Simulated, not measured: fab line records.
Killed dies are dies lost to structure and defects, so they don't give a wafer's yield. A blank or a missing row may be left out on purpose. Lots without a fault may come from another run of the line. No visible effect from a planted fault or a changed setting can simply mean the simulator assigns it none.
fab line records	flow nand-harc	part 1 of 2: steps 1 to 18 of 26
record lots=5	wafers=15	last-day=24
route steps=1159 shown A_STAIRCASE@572
lots that met no fault: from a run of the same line without faults
start-h: the number of hours between the record's first day and the start of the first shown wafer of the lot	wait-h: hours from the lot's prior step to this one	" same as the row above	L1.1+2: several wafers, shown together as one row	- no value, or no start given	* or withheld: withheld	< > ~ a bound
route shown NAME@n: NAME is a module with steps in the file, n the number in the route of the first one	usual: the fault-free wafers' mean and standard deviation	same: alike in all rows	chamber/n: place in a boat	sites: per-site readings	_std_site: their standard deviation	_edge_site: the outer-site mean with the inner-site mean subtracted	radius-mm: how far each site lies from the wafer's centre	mask NAME#n: copy n	behind: tool/chamber where the wafer was last shaped	hold: why the lot went on hold/how many hours it stayed there/how the hold came to an end	device: names the non-switching transistor (n, p or np)	end of line: the same wafers' tests at the end of the route	a step with no rows: only its recipe	killed: the dies lost at the first sort to structure and to defects; this is not the yield of the wafer	map: a wafer's dies, marking killed ones x, the rest . and places with no die _
set.NAME: setting as actually run; set.NAME@STEP: the setting as run at that earlier step	model.NAME: the simulator's own value behind a step, which no gauge read
certain route steps with their lots: each step a table, each wafer a row
services: a tool's chamber out of use, with start hour (start-h, from the record's first day; less than 0 if before it), hours out, and reason
## steps
# step NHARC_A_STAIRCASE_COAT_178
# recipe spin-rpm=1200
lot.wafer	tool	chamber	start-h	wait-h
L074.3+4+6	litho-track-05	0	-	-
L076.1+3+6	litho-track-02	0	-	-
L078.1+4+6	litho-track-05	0	-	-
L080.1+3+5	litho-track-02	0	-	-
L095.2+4+5	litho-track-05	0	-	-
# step NHARC_A_STAIRCASE_SOFTBAKE_179
# recipe temp-c=135	time-s=170
# usual heater-power-total-W=134.5/0.94
# same time-s=170
lot.wafer	tool	chamber	start-h	wait-h	heater-power-total-W
L074.3	litho-track-05	0	-	-	134.3
L074.4	"	0	"	"	133.3
L074.6	"	0	"	"	134.6
L076.1	litho-track-02	0	-	-	135.5
L076.3	"	0	"	"	134.3
L076.6	"	0	"	"	134.3
L078.1	litho-track-05	0	-	-	133.3
L078.4	"	0	"	"	133.7
L078.6	"	0	"	"	133.9
L080.1	litho-track-02	0	-	-	133.8
L080.3	"	0	"	"	133.3
L080.5	"	0	"	"	133.3
L095.2	litho-track-05	0	-	-	136.0
L095.4	"	0	"	"	136.0
L095.5	"	0	"	"	133.2
# step NHARC_A_STAIRCASE_EBR_180
lot.wafer	tool	chamber	start-h	wait-h
L074.3+4+6	litho-track-05	0	-	-
L076.1+3+6	litho-track-02	0	-	-
L078.1+4+6	litho-track-05	0	-	-
L080.1+3+5	litho-track-02	0	-	-
L095.2+4+5	litho-track-05	0	-	-
# step NHARC_A_STAIRCASE_EXPOSE_181
# recipe na=0.5	dose-mj=27.87	mask-id=STAIR_2
# usual reticle-temp-C=22.98/0.1
lot.wafer	tool	chamber	start-h	wait-h	mask	reticle-temp-C
L074.3	krf-scanner-03	0	234.49	-	STAIR_2#0	22.83
L074.4	"	0	"	"	STAIR_2#0	22.97
L074.6	"	0	"	"	STAIR_2#0	22.85
L076.1	krf-scanner-03	0	258.68	-	STAIR_2#0	22.99
L076.3	"	0	"	"	STAIR_2#0	22.69
L076.6	"	0	"	"	STAIR_2#0	23.00
L078.1	krf-scanner-04	0	258.96	-	STAIR_2#0	22.97
L078.4	"	0	"	"	STAIR_2#0	22.82
L078.6	"	0	"	"	STAIR_2#0	22.95
L080.1	krf-scanner-04	0	271.18	-	STAIR_2#0	22.99
L080.3	"	0	"	"	STAIR_2#0	22.92
L080.5	"	0	"	"	STAIR_2#0	23.02
L095.2	krf-scanner-04	0	378.82	-	STAIR_2#0	23.17
L095.4	"	0	"	"	STAIR_2#0	23.00
L095.5	"	0	"	"	STAIR_2#0	23.10
# step NHARC_A_STAIRCASE_PEB_182
# recipe peb-temp-c=115	peb-time-s=130
# usual heater-power-total-W=123.84/0.21
lot.wafer	tool	chamber	start-h	wait-h	heater-power-total-W
L074.3	litho-track-05	0	234.55	0.1	123.72
L074.4	"	0	"	"	123.48
L074.6	"	0	"	"	123.33
L076.1	litho-track-03	0	258.75	0.1	123.90
L076.3	"	0	"	"	124.13
L076.6	"	0	"	"	123.94
L078.1	litho-track-02	0	259.02	0.1	124.07
L078.4	"	0	"	"	123.92
L078.6	"	0	"	"	123.91
L080.1	litho-track-02	0	271.25	0.1	124.01
L080.3	"	0	"	"	123.86
L080.5	"	0	"	"	123.74
L095.2	litho-track-03	0	378.88	0.1	123.97
L095.4	"	0	"	"	124.02
L095.5	"	0	"	"	123.60
# step NHARC_A_STAIRCASE_DEVELOP_183
# recipe time-s=140
# same time-s=140
lot.wafer	tool	chamber	start-h	wait-h
L074.3+4+6	litho-track-05	0	-	-
L076.1+3+6	litho-track-03	0	-	-
L078.1+4+6	litho-track-02	0	-	-
L080.1+3+5	litho-track-02	0	-	-
L095.2+4+5	litho-track-03	0	-	-
# step NHARC_A_STAIRCASE_HARDBAKE_185
# recipe temp-c=120	time-s=140
# usual heater-power-total-W=127.34/0.24
# same time-s=140
lot.wafer	tool	chamber	start-h	wait-h	heater-power-total-W
L074.3	litho-track-05	0	234.79	-	127.32
L074.4	"	0	"	"	127.38
L074.6	"	0	"	"	127.13
L076.1	litho-track-03	0	258.96	-	127.62
L076.3	"	0	"	"	127.48
L076.6	"	0	"	"	127.23
L078.1	litho-track-03	0	259.24	-	127.23
L078.4	"	0	"	"	127.47
L078.6	"	0	"	"	127.41
L080.1	litho-track-02	0	271.46	-	127.13
L080.3	"	0	"	"	126.82
L080.5	"	0	"	"	127.57
L095.2	litho-track-05	0	379.10	-	127.48
L095.4	"	0	"	"	127.20
L095.5	"	0	"	"	127.38
# step NHARC_A_STAIRCASE_DESCUM_186
# recipe time-s=3	o2-flow-sccm=200	ar-flow-sccm=0	bias-power-w=0	chemistry=O2
# usual drypump-motor-current-A=5.8/0.51	oes-product-au=0.997/0.015	rf-vpp-V=57.8/0.89	showerhead-plenum-p-Torr=1.92/0.11	throttle-valve-pct=11.311/0.0087
# same time-s=3
lot.wafer	tool	chamber	start-h	wait-h	drypump-motor-current-A	oes-product-au	rf-hours-counter-h	rf-vpp-V	showerhead-plenum-p-Torr	throttle-valve-pct
L074.3	rie-diel-05	2	234.89	-	6.2	0.983	25	57.2	1.83	11.308
L074.4	"	3	"	"	6.5	1.018	24	56.6	1.78	11.321
L074.6	"	1	"	"	5.7	0.986	-	58.6	1.89	11.316
L076.3	rie-diel-11	1	259.06	-	5.6	1.009	24	57.9	2.05	11.297
L076.1	"	2	"	"	6.1	0.976	22	59.0	2.07	11.304
L076.6	"	3	"	"	6.7	0.989	-	56.7	1.80	11.307
L078.1	rie-diel-11	2	259.36	-	6.1	0.974	23	57.7	2.07	11.299
L078.6	"	1	"	"	5.7	1.018	-	60.1	2.05	11.302
L078.4	"	2	"	"	6.1	0.977	-	58.0	2.07	11.295
L080.1	rie-diel-05	0	271.57	-	4.7	1.006	38	57.6	1.89	11.324
L080.3	"	1	"	"	5.7	1.003	39	56.6	1.89	11.307
L080.5	"	2	"	"	6.1	0.994	-	58.3	1.82	11.305
L095.4	rie-diel-11	0	379.19	-	5.8	0.987	0	58.0	1.81	11.309
L095.2	"	2	"	"	6.1	1.004	0	56.7	2.05	11.321
L095.5	"	1	"	"	5.6	1.026	-	58.2	2.04	11.308
# step NHARC_A_STAIRCASE_TRIM_187
# recipe time-s=211.2	o2-flow-sccm=500	ar-flow-sccm=0	bias-w=0	chemistry=O2
# usual drypump-motor-current-A=5.9/0.51	oes-product-au=0.998/0.014	rf-vpp-V=57.8/0.84	showerhead-plenum-p-Torr=3.54/0.19	throttle-valve-pct=17.035/0.0091
# same time-s=211.2
lot.wafer	tool	chamber	start-h	wait-h	drypump-motor-current-A	oes-product-au	rf-hours-counter-h	rf-vpp-V	showerhead-plenum-p-Torr	throttle-valve-pct
L074.4	rie-diel-05	1	234.97	0.1	5.7	0.982	27	57.5	3.49	17.028
L074.3	"	2	"	"	6.1	0.988	25	55.6	3.38	17.033
L074.6	"	1	"	"	5.7	0.977	-	58.7	3.49	17.054
L076.3	rie-diel-11	3	259.18	0.1	6.6	0.988	24	55.2	3.33	17.038
L076.1	"	1	"	"	5.7	1.010	24	59.5	3.77	17.028
L076.6	"	1	"	"	5.7	1.003	-	57.7	3.77	17.038
L078.1	rie-diel-11	1	259.48	0.1	5.7	1.008	24	59.1	3.77	17.034
L078.4	"	2	"	"	6.1	0.979	-	58.3	3.79	17.038
L078.6	"	3	"	"	6.6	0.987	-	57.6	3.33	17.044
L080.1	rie-diel-05	2	271.64	0.1	6.1	0.994	40	56.9	3.37	17.036
L080.3	"	1	"	"	5.7	0.999	39	58.5	3.48	17.040
L080.5	"	2	"	"	6.1	0.993	-	58.0	3.37	17.047
L095.4	rie-diel-11	1	379.27	0.1	5.7	1.033	0	57.9	3.74	17.032
L095.2	"	3	"	"	6.6	1.009	0	57.7	3.31	17.035
L095.5	"	2	"	"	6.1	1.015	-	58.6	3.77	17.033
# step NHARC_A_STAIRCASE_ETCH_188
# recipe target-depth-a=1000	time-s=40.5	ion-energy-ev=400	c4f8-flow-sccm=20	o2-flow-sccm=10	ar-flow-sccm=withheld	rf-w=600	bias-w=1000	chemistry=C4F8/O2
# usual oes-product-au=0.936/0.019	rf-vpp-V=897/6.5
# same time-s=40.5
lot.wafer	tool	chamber	start-h	wait-h	oes-product-au	rf-hours-counter-h	rf-vpp-V
L074.4	rie-diel-05	3	-	-	0.983	24	887
L074.3	"	0	"	"	0.942	26	895
L074.6	"	2	"	"	0.953	-	892
L076.3	rie-diel-11	1	-	-	0.942	24	904
L076.1	"	3	"	"	0.928	25	890
L076.6	"	3	"	"	0.936	-	888
L078.1	rie-diel-11	2	-	-	0.914	23	905
L078.6	"	2	"	"	0.910	-	905
L078.4	"	3	"	"	0.928	-	888
L080.3	rie-diel-05	3	-	-	0.937	39	887
L080.1	"	0	"	"	0.927	38	894
L080.5	"	2	"	"	0.909	-	891
L095.4	rie-diel-11	1	-	-	0.965	0	904
L095.2	"	3	"	"	0.961	0	889
L095.5	"	2	"	"	0.954	-	903
# step NHARC_A_STAIRCASE_TRIM_189
# recipe time-s=211.2	o2-flow-sccm=500	ar-flow-sccm=0	bias-w=0	chemistry=O2
# usual drypump-motor-current-A=5.8/0.5	oes-product-au=0.997/0.016	rf-vpp-V=57.8/0.94	showerhead-plenum-p-Torr=3.54/0.18	throttle-valve-pct=17.037/0.0095
# same time-s=211.2
lot.wafer	tool	chamber	start-h	wait-h	drypump-motor-current-A	oes-product-au	rf-hours-counter-h	rf-vpp-V	showerhead-plenum-p-Torr	throttle-valve-pct
L074.3	rie-diel-05	0	-	-	4.8	0.994	26	57.0	3.50	17.042
L074.4	"	1	"	"	5.7	0.986	27	56.6	3.49	17.028
L074.6	"	3	"	"	6.5	1.022	-	56.6	3.31	17.024
L076.1	rie-diel-11	3	-	-	6.6	1.001	25	56.6	3.33	17.038
L076.3	"	1	"	"	5.7	1.016	24	58.0	3.77	17.056
L076.6	"	1	"	"	5.7	1.007	-	56.8	3.77	17.034
L078.1	rie-diel-11	2	-	-	6.1	0.982	23	58.0	3.79	17.025
L078.4	"	2	"	"	6.1	0.992	-	59.5	3.80	17.038
L078.6	"	3	"	"	6.7	0.995	-	57.5	3.33	17.031
L080.1	rie-diel-05	0	-	-	4.7	0.995	38	58.3	3.49	17.058
L080.3	"	1	"	"	5.7	0.987	39	57.1	3.48	17.037
L080.5	"	3	"	"	6.5	1.006	-	56.2	3.30	17.026
L095.2	rie-diel-11	0	-	-	5.8	0.981	0	58.1	3.35	17.037
L095.4	"	3	"	"	6.6	0.998	0	55.5	3.31	17.034
L095.5	"	0	"	"	5.8	0.979	-	59.6	3.35	17.048
# step NHARC_A_STAIRCASE_ETCH_190
# recipe target-depth-a=1000	time-s=40.5	ion-energy-ev=400	c4f8-flow-sccm=20	o2-flow-sccm=10	ar-flow-sccm=withheld	rf-w=600	bias-w=1000	chemistry=C4F8/O2
# usual oes-product-au=0.937/0.014	rf-vpp-V=896/6.7
# same time-s=40.5
lot.wafer	tool	chamber	start-h	wait-h	oes-product-au	rf-hours-counter-h	rf-vpp-V
L074.3	rie-diel-05	3	-	-	0.961	25	887
L074.4	"	0	"	"	0.941	26	895
L074.6	"	3	"	"	0.959	-	888
L076.1	rie-diel-11	3	-	-	0.935	25	889
L076.3	"	2	"	"	0.907	23	905
L076.6	"	2	"	"	0.920	-	904
L078.1	rie-diel-11	2	-	-	0.924	23	906
L078.4	"	3	"	"	0.939	-	889
L078.6	"	2	"	"	0.926	-	906
L080.3	rie-diel-05	1	-	-	0.919	39	894
L080.1	"	2	"	"	0.918	40	890
L080.5	"	3	"	"	0.947	-	887
L095.4	rie-diel-11	0	-	-	0.930	0	889
L095.2	"	1	"	"	0.956	1	905
L095.5	"	1	"	"	0.968	-	905
# step NHARC_A_STAIRCASE_TRIM_191
# recipe time-s=211.2	o2-flow-sccm=500	ar-flow-sccm=0	bias-w=0	chemistry=O2
# usual drypump-motor-current-A=5.9/0.53	oes-product-au=0.997/0.014	rf-vpp-V=57.8/0.93	showerhead-plenum-p-Torr=3.53/0.19	throttle-valve-pct=17.036/0.0092
# same time-s=211.2
lot.wafer	tool	chamber	start-h	wait-h	drypump-motor-current-A	oes-product-au	rf-hours-counter-h	rf-vpp-V	showerhead-plenum-p-Torr	throttle-valve-pct
L074.4	rie-diel-05	1	-	-	5.7	0.990	27	58.2	3.49	17.032
L074.3	"	3	"	"	6.5	1.016	25	56.5	3.31	17.034
L074.6	"	1	"	"	5.7	0.994	-	58.4	3.49	17.044
L076.3	rie-diel-11	1	-	-	5.7	1.015	24	59.5	3.77	17.026
L076.1	"	2	"	"	6.1	0.982	23	58.1	3.79	17.028
L076.6	"	1	"	"	5.6	1.011	-	56.8	3.77	17.033
L078.1	rie-diel-11	2	-	-	6.1	0.981	23	58.9	3.79	17.047
L078.4	"	3	"	"	6.6	0.991	-	58.5	3.33	17.029
L078.6	"	2	"	"	6.1	0.977	-	59.5	3.79	17.033
L080.3	rie-diel-05	2	-	-	6.1	0.986	40	57.1	3.37	17.036
L080.1	"	3	"	"	6.5	1.001	39	56.5	3.30	17.021
L080.5	"	2	"	"	6.1	0.985	-	58.1	3.37	17.038
L095.2	rie-diel-11	2	-	-	6.1	0.998	1	58.0	3.77	17.026
L095.4	"	0	"	"	5.8	0.981	0	57.7	3.35	17.038
L095.5	"	2	"	"	6.1	1.004	-	57.0	3.77	17.045
# step NHARC_A_STAIRCASE_ETCH_192
# recipe target-depth-a=1000	time-s=40.5	ion-energy-ev=400	c4f8-flow-sccm=20	o2-flow-sccm=10	ar-flow-sccm=withheld	rf-w=600	bias-w=1000	chemistry=C4F8/O2
# usual oes-product-au=0.936/0.015	rf-vpp-V=896/6.8
# same time-s=40.5
lot.wafer	tool	chamber	start-h	wait-h	oes-product-au	rf-hours-counter-h	rf-vpp-V
L074.3	rie-diel-05	3	-	-	0.967	25	888
L074.4	"	1	"	"	0.917	27	894
L074.6	"	2	"	"	0.940	-	889
L076.3	rie-diel-11	2	-	-	0.927	23	905
L076.1	"	3	"	"	0.932	25	888
L076.6	"	3	"	"	0.935	-	888
L078.1	rie-diel-11	1	-	-	0.951	24	905
L078.6	"	1	"	"	0.957	-	905
L078.4	"	3	"	"	0.930	-	888
L080.3	rie-diel-05	3	-	-	0.962	39	887
L080.1	"	0	"	"	0.950	38	896
L080.5	"	2	"	"	0.924	-	889
L095.2	rie-diel-11	0	-	-	0.937	1	889
L095.4	"	2	"	"	0.938	1	904
L095.5	"	0	"	"	0.937	-	888
# step NHARC_A_STAIRCASE_TRIM_193
# recipe time-s=211.2	o2-flow-sccm=500	ar-flow-sccm=0	bias-w=0	chemistry=O2
# usual drypump-motor-current-A=5.8/0.52	oes-product-au=0.997/0.015	rf-vpp-V=57.9/0.99	showerhead-plenum-p-Torr=3.54/0.18	throttle-valve-pct=17.036/0.01
# same time-s=211.2
lot.wafer	tool	chamber	start-h	wait-h	drypump-motor-current-A	oes-product-au	rf-hours-counter-h	rf-vpp-V	showerhead-plenum-p-Torr	throttle-valve-pct
L074.3	rie-diel-05	0	-	-	4.8	1.000	26	58.8	3.50	17.043
L074.4	"	1	"	"	5.7	0.993	27	57.2	3.49	17.032
L074.6	"	1	"	"	5.7	0.990	-	57.0	3.49	17.032
L076.1	rie-diel-11	1	-	-	5.7	0.999	24	58.1	3.77	17.060
L076.3	"	2	"	"	6.1	0.980	23	57.4	3.79	17.043
L076.6	"	3	"	"	6.7	0.992	-	57.7	3.33	17.044
L078.1	rie-diel-11	2	-	-	6.1	0.967	23	59.4	3.79	17.045
L078.6	"	1	"	"	5.7	1.020	-	57.5	3.76	17.071
L078.4	"	2	"	"	6.1	0.982	-	57.5	3.79	17.041
L080.1	rie-diel-05	1	-	-	5.7	0.991	40	58.9	3.48	17.033
L080.3	"	2	"	"	6.2	0.974	40	58.0	3.37	17.033
L080.5	"	0	"	"	4.7	0.993	-	58.2	3.49	17.039
L095.2	rie-diel-11	1	-	-	5.7	1.019	1	57.2	3.74	17.030
L095.4	"	3	"	"	6.7	1.004	1	59.2	3.31	17.020
L095.5	"	1	"	"	5.7	1.006	-	58.7	3.74	17.020
# step NHARC_A_STAIRCASE_ETCH_194
# recipe target-depth-a=1000	time-s=40.5	ion-energy-ev=400	c4f8-flow-sccm=20	o2-flow-sccm=10	ar-flow-sccm=withheld	rf-w=600	bias-w=1000	chemistry=C4F8/O2
# usual oes-product-au=0.937/0.015	rf-vpp-V=896/6.7
# same time-s=40.5
lot.wafer	tool	chamber	start-h	wait-h	oes-product-au	rf-hours-counter-h	rf-vpp-V
L074.4	rie-diel-05	3	-	-	0.968	25	886
L074.3	"	1	"	"	0.927	27	896
L074.6	"	2	"	"	0.943	-	890
L076.3	rie-diel-11	2	-	-	0.912	23	906
L076.1	"	1	"	"	0.931	24	906
L076.6	"	2	"	"	0.915	-	905
L078.1	rie-diel-11	3	-	-	0.941	25	887
L078.6	"	3	"	"	0.941	-	888
L078.4	"	1	"	"	0.956	-	903
L080.3	rie-diel-05	0	-	-	0.934	38	896
L080.1	"	3	"	"	0.955	39	887
L080.5	"	0	"	"	0.935	-	894
L095.2	rie-diel-11	3	-	-	0.940	1	889
L095.4	"	0	"	"	0.940	1	889
L095.5	"	3	"	"	0.946	-	888
# step NHARC_A_STAIRCASE_TRIM_196
# recipe time-s=211.2	o2-flow-sccm=500	ar-flow-sccm=0	bias-w=0	chemistry=O2
# usual drypump-motor-current-A=5.8/0.5	oes-product-au=0.996/0.016	rf-vpp-V=57.7/0.94	showerhead-plenum-p-Torr=3.53/0.18	throttle-valve-pct=17.036/0.0099
# same time-s=211.2
lot.wafer	tool	chamber	start-h	wait-h	drypump-motor-current-A	oes-product-au	rf-hours-counter-h	rf-vpp-V	showerhead-plenum-p-Torr	throttle-valve-pct
L074.4	rie-diel-05	2	236.01	0.1	6.1	0.983	26	57.5	3.38	17.036
L074.3	"	3	"	"	6.5	1.024	25	58.0	3.31	17.047
L074.6	"	1	"	"	5.7	0.991	-	56.9	3.49	17.024
L076.1	rie-diel-12	1	260.59	0.1	5.9	0.989	14	58.4	3.80	17.026
L076.3	"	0	"	"	6.1	0.976	15	56.9	3.67	17.024
L076.6	"	2	"	"	5.3	0.984	-	57.3	3.36	17.043
L078.1	rie-diel-11	1	260.87	0.1	5.7	1.003	25	59.0	3.76	17.039
L078.6	"	3	"	"	6.6	0.994	-	57.2	3.33	17.040
L078.4	"	1	"	"	5.7	1.001	-	58.9	3.77	17.032
L080.1	rie-diel-12	1	272.67	0.1	5.9	1.008	22	58.7	3.80	17.040
L080.3	"	0	"	"	6.1	0.989	22	58.1	3.66	17.044
L080.5	"	1	"	"	5.9	1.008	-	59.8	3.80	17.025
L095.4	rie-diel-05	2	380.32	0.1	6.1	0.977	11	57.2	3.35	17.047
L095.2	"	3	"	"	6.5	0.995	11	58.0	3.80	17.023
L095.5	"	1	"	"	5.7	1.027	-	57.4	3.46	17.032
# step NHARC_A_STAIRCASE_ETCH_197
# recipe target-depth-a=1000	time-s=40.5	ion-energy-ev=400	c4f8-flow-sccm=20	o2-flow-sccm=10	ar-flow-sccm=withheld	rf-w=600	bias-w=1000	chemistry=C4F8/O2
# usual oes-product-au=0.945/0.017	rf-vpp-V=896/6.5
# same time-s=40.5
lot.wafer	tool	chamber	start-h	wait-h	oes-product-au	rf-hours-counter-h	rf-vpp-V
L074.4	rie-diel-05	3	-	-	0.970	25	888
L074.3	"	0	"	"	0.923	26	897
L074.6	"	3	"	"	0.960	-	888
L076.1	rie-diel-12	0	-	-	0.916	15	902
L076.3	"	1	"	"	0.914	14	905
L076.6	"	2	"	"	0.924	-	890
L078.1	rie-diel-11	1	-	-	0.955	25	904
L078.6	"	3	"	"	0.936	-	887
L078.4	"	1	"	"	0.957	-	903
L080.1	rie-diel-12	3	-	-	0.976	21	900
L080.3	"	0	"	"	0.925	22	901
L080.5	"	2	"	"	0.944	-	890
L095.2	rie-diel-05	2	-	-	0.932	11	890
L095.4	"	3	"	"	0.950	11	906
L095.5	"	0	"	"	0.964	-	894
